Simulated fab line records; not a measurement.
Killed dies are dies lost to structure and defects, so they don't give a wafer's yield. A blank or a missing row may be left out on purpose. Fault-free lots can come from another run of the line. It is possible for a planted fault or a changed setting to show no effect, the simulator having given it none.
Which tool is to blame?    flow n5-finfet    10 lots with 30 wafers sampled at 5 steps, on a route of 1938 steps

WHAT EACH GAUGE READ, for each wafer
N5_BEOL_M4_RC_MEAS_101. Usual: CJ_N 4.34, standard deviation 0.095; DIBL_N 36.3 mV/V, standard deviation 1.1; DIBL_P 36.3 mV/V, standard deviation 1.4; IOFF_N 0.155 nA/um, standard deviation 0.019; IOFF_N_85C 3.0 nA/um, standard deviation 0.33; IOFF_N_LIN 0.073 nA/um, standard deviation 0.0076; IOFF_P 0.211 nA/um, standard deviation 0.027; ION_N 672 uA/um, standard deviation 8.5; ION_P 462 uA/um, standard deviation 5.8; RS_PWELL 3008 ohm/sq, standard deviation 26; SS_N 71.5 mV/dec, standard deviation 0.56; SS_P 73.3 mV/dec, standard deviation 0.52; VT_N 249.9 mV, standard deviation 2.5; VT_N_LVT 98.6 mV, standard deviation 2.4; VT_P -249.8 mV, standard deviation 2.8.
lot   measured      on         CJ_N            DIBL_N (mV/V)   DIBL_P (mV/V)   IOFF_N (nA/um)     IOFF_N_85C (nA/um)  IOFF_N_LIN (nA/um)  IOFF_P (nA/um)     ION_N (uA/um)  ION_P (uA/um)  RS_PWELL (ohm/sq)  SS_N (mV/dec)      SS_P (mV/dec)   VT_N (mV)          VT_N_LVT (mV)     VT_P (mV)             flag
L797  day 9 04:07   prober-01  4.25 4.25 4.29  39.0 36.3 36.8  37.5 36.0 35.1  0.173 0.139 0.135  3.3 2.7 2.7         0.078 0.068 0.064   0.234 0.203 0.192  668 675 670    458 463 453    2975 2967 3002     72.5 70.9 72.2     74.6 73.4 73.6  250.1 250.3 253.8  98.3 99.2 101.6   -247.6 -250.4 -255.3  
L799  day 10 12:52  prober-01  4.09 4.25 4.22  35.6 34.9 35.7  36.9 35.4 35.9  0.152 0.134 0.153  3.1 2.8 3.1         0.074 0.068 0.073   0.178 0.170 0.178  669 670 671    451 456 455    2987 3005 2987     71.1 71.3 72.0     73.6 73.3 73.3  248.7 249.2 251.5  95.7 98.1 97.3    -253.7 -252.4 -253.4  
L800  day 10 03:50  prober-01  4.24 4.20 4.20  35.0 35.6 36.1  36.1 37.4 37.8  0.126 0.148 0.149  2.5 2.9 2.9         0.061 0.070 0.068   0.198 0.235 0.227  669 679 668    459 473 458    3027 3041 2990     70.9 71.3 71.5     72.1 73.1 72.3  255.9 248.9 251.6  104.8 98.8 101.4  -249.1 -247.1 -248.8  
L801  day 10 22:22  prober-01  4.31 4.29 4.31  37.2 36.5 35.9  37.1 36.6 35.2  0.172 0.161 0.140  3.3 3.1 2.8         0.080 0.075 0.066   0.244 0.243 0.227  676 672 669    472 467 469    3024 3065 3023     71.9 71.8 71.0     73.9 73.0 72.7  248.4 247.0 252.1  97.6 98.6 103.0   -244.4 -247.3 -248.4  
L802  day 11 10:13  prober-01  4.51 4.47 4.53  36.3 34.8 36.3  36.4 33.7 35.6  0.166 0.135 0.171  3.2 2.6 3.2         0.077 0.066 0.078   0.199 0.167 0.199  684 677 691    462 463 465    3030 3043 3033     71.2 71.3 71.8     73.6 72.6 73.6  248.7 252.9 248.2  97.3 100.5 97.8   -252.6 -251.8 -250.2  
L804  day 13 01:34  prober-02  4.38 4.21 4.39  36.7 37.7 36.1  37.0 37.7 34.9  0.177 0.182 0.156  3.6 3.6 3.1         0.084 0.086 0.074   0.217 0.223 0.183  689 677 670    466 459 456    3014 3026 3013     71.6 72.3 71.0     74.0 73.2 73.2  250.4 245.9 249.7  95.6 94.7 97.7    -248.3 -247.1 -251.6  
L805  day 17 15:38  prober-02  4.45 4.33 4.38  35.6 35.7 36.2  35.6 36.2 36.6  0.134 0.138 0.144  2.6 2.7 2.8         0.064 0.065 0.068   0.184 0.190 0.195  670 664 668    460 463 461    2993 3015 2999     71.4 71.3 71.4     73.3 72.7 73.2  250.1 251.8 250.7  101.3 100.0 98.7  -253.3 -253.4 -251.7  
L808  day 14 12:06  prober-01  4.39 4.45 4.29  37.2 38.5 36.4  36.9 38.1 36.1  0.151 0.178 0.139  3.0 3.4 2.8         0.070 0.076 0.065   0.183 0.206 0.181  670 664 658    455 452 447    2995 2986 2966     71.2 72.3 71.2     73.8 73.0 73.0  251.3 250.4 253.2  97.3 96.8 99.7    -253.2 -249.8 -252.0  
L816  day 17 07:20  prober-02  1.95 1.94 1.94  68.5 63.4 64.6  36.8 37.5 35.6  4.477 3.345 3.368  50.6 40.1 40.1      0.288 0.251 0.241   0.218 0.219 0.199  704 710 691    467 468 463    1908 1868 1899     106.5 100.6 103.7  73.0 72.6 73.0  241.0 242.8 242.5  90.1 89.8 91.6    -247.3 -248.5 -250.6  OFF
L817  day 17 06:04  prober-02  1.96 1.95 1.96  68.3 60.9 67.8  36.4 40.9 37.2  4.200 2.958 4.553  48.4 36.7 52.0      0.275 0.272 0.301   0.210 0.301 0.236  702 724 703    466 479 471    1890 1881 1890     106.7 96.2 105.3   72.9 74.0 73.1  242.5 236.4 238.8  93.7 87.3 90.7    -250.0 -244.8 -247.0  OFF

TOOL THAT RAN EACH LOT (tool first, then ch and the chambers of the sampled wafers, then the start)
lot   N5_WELL_APT_IMPLANT_32          N5_BEOL_M4_ANNEAL_87          N5_BEOL_M4_SPUTTER_88         N5_BEOL_M4_ANNEAL_91
L797  implanter-02 ch 0, day 1 15:43  pvd-sputter-02, day 9 01:58   pvd-sputter-02, day 9 02:07   pvd-sputter-02, day 9 02:25
L799  implanter-02 ch 0, day 2 03:44  pvd-sputter-01, day 10 10:16  pvd-sputter-01, day 10 10:25  pvd-sputter-01, day 10 10:43
L800  implanter-02 ch 0, day 2 09:19  pvd-sputter-01, day 10 01:38  pvd-sputter-01, day 10 01:46  pvd-sputter-01, day 10 02:04
L801  implanter-02 ch 0, day 2 15:25  pvd-sputter-01, day 10 19:47  pvd-sputter-01, day 10 19:56  pvd-sputter-01, day 10 20:14
L802  implanter-02 ch 0, day 2 21:14  pvd-sputter-01, day 11 08:05  pvd-sputter-01, day 11 08:13  pvd-sputter-01, day 11 08:31
L804  implanter-02 ch 0, day 3 09:11  pvd-sputter-01, day 12 23:16  pvd-sputter-01, day 12 23:25  pvd-sputter-01, day 12 23:43
L805  implanter-02 ch 0, day 3 15:14  pvd-sputter-02, day 17 13:30  pvd-sputter-02, day 17 13:38  pvd-sputter-02, day 17 13:56
L808  implanter-01 ch 0, day 4 09:40  pvd-sputter-03, day 14 09:59  pvd-sputter-03, day 14 10:07  pvd-sputter-03, day 14 10:25
L816  implanter-01 ch 0, day 6 09:47  pvd-sputter-02, day 17 05:08  pvd-sputter-02, day 17 05:16  pvd-sputter-02, day 17 05:34
L817  implanter-02 ch 0, day 6 15:47  pvd-sputter-01, day 17 03:56  pvd-sputter-01, day 17 04:05  pvd-sputter-01, day 17 04:23
- N5_WELL_APT_IMPLANT_32
- N5_BEOL_M4_ANNEAL_87: time 240 s.
- N5_BEOL_M4_SPUTTER_88: material Cu, target thk 4.5 nm, time 8.29 s.
- N5_BEOL_M4_ANNEAL_91: time 240 s.

AS READ BY THE TOOLS THEMSELVES (means over the sampled wafers that have a number; for cases with no such wafer, the mark the record gives instead)
N5_WELL_APT_IMPLANT_32. Usual: beam-on-s reads 9.98 s (standard deviation 0.19).
lot   tool          beam-on-s (s)  flag
L797  implanter-02  10.25          
L799  implanter-02  10.02          
L800  implanter-02  9.95           
L801  implanter-02  9.96           
L802  implanter-02  9.84           
L804  implanter-02  10.12          
L805  implanter-02  9.85           
L808  implanter-01  9.89           
L816  implanter-01  9.90           
L817  implanter-02  9.94           

N5_BEOL_M4_ANNEAL_87. Usual: heater-power-w reads 797 W (standard deviation 73).
lot   tool            heater-power-w (W)  flag
L797  pvd-sputter-02  876                 
L799  pvd-sputter-01  743                 
L800  pvd-sputter-01  748                 
L801  pvd-sputter-01  794                 
L802  pvd-sputter-01  750                 
L804  pvd-sputter-01  777                 
L805  pvd-sputter-02  814                 
L808  pvd-sputter-03  840                 
L816  pvd-sputter-02  838                 
L817  pvd-sputter-01  751                 

N5_BEOL_M4_SPUTTER_88. Usual: chuck-sensor-temp-C -16.2 C, standard deviation 0.64; substrate-temp-c -20.02 C, standard deviation 0.096; throttle-valve-pct 29.5 %, standard deviation 1.
lot   tool            chuck-sensor-temp-C (C)  substrate-temp-c (C)  throttle-valve-pct (%)  flag
L797  pvd-sputter-02  -17.6                    -20.01                30.2                    
L799  pvd-sputter-01  -16.4                    -20.04                30.4                    
L800  pvd-sputter-01  -15.9                    -20.16                30.4                    
L801  pvd-sputter-01  -15.9                    -20.10                29.3                    
L802  pvd-sputter-01  -15.8                    -19.95                30.3                    
L804  pvd-sputter-01  -16.1                    -20.04                29.8                    
L805  pvd-sputter-02  -16.1                    -19.91                29.6                    
L808  pvd-sputter-03  -16.1                    -19.99                29.3                    
L816  pvd-sputter-02  -16.7                    -20.00                30.0                    
L817  pvd-sputter-01  -15.5                    -20.02                29.8                    

N5_BEOL_M4_ANNEAL_91. Usual: heater-power-w reads 800 W (standard deviation 74).
lot   tool            heater-power-w (W)  flag
L797  pvd-sputter-02  896                 
L799  pvd-sputter-01  750                 
L800  pvd-sputter-01  756                 
L801  pvd-sputter-01  783                 
L802  pvd-sputter-01  760                 
L804  pvd-sputter-01  794                 
L805  pvd-sputter-02  820                 
L808  pvd-sputter-03  854                 
L816  pvd-sputter-02  847                 
L817  pvd-sputter-01  761                 

THE ANSWER, worked out from the rows above alone
Rule: a lot counts as off when the mean over its wafers that have a number is more than 3 standard deviations away from the usual mean. Also off: a lot with no number at a reading for which 4 or more lots have one. All remaining lots with rows at the step are treated as sound. The gauges are gone through in route order, then the tools' own readings, and for those a lot's mean is taken as printed above. At the first step where some lot is off, the reading lying furthest off is the one used; lots without a number count as furthest.
Off: L816, L817, seen at N5_BEOL_M4_RC_MEAS_101 (IOFF_N).
A tool fits if, at a process step before that reading, it ran every lot that is off, and no sound lot after the first of them. Those tools and the gauges at N5_BEOL_M4_RC_MEAS_101 are tried in the same way. Not one of the candidates tried fits.

WHAT WAS PUT IN BY THE SIMULATOR
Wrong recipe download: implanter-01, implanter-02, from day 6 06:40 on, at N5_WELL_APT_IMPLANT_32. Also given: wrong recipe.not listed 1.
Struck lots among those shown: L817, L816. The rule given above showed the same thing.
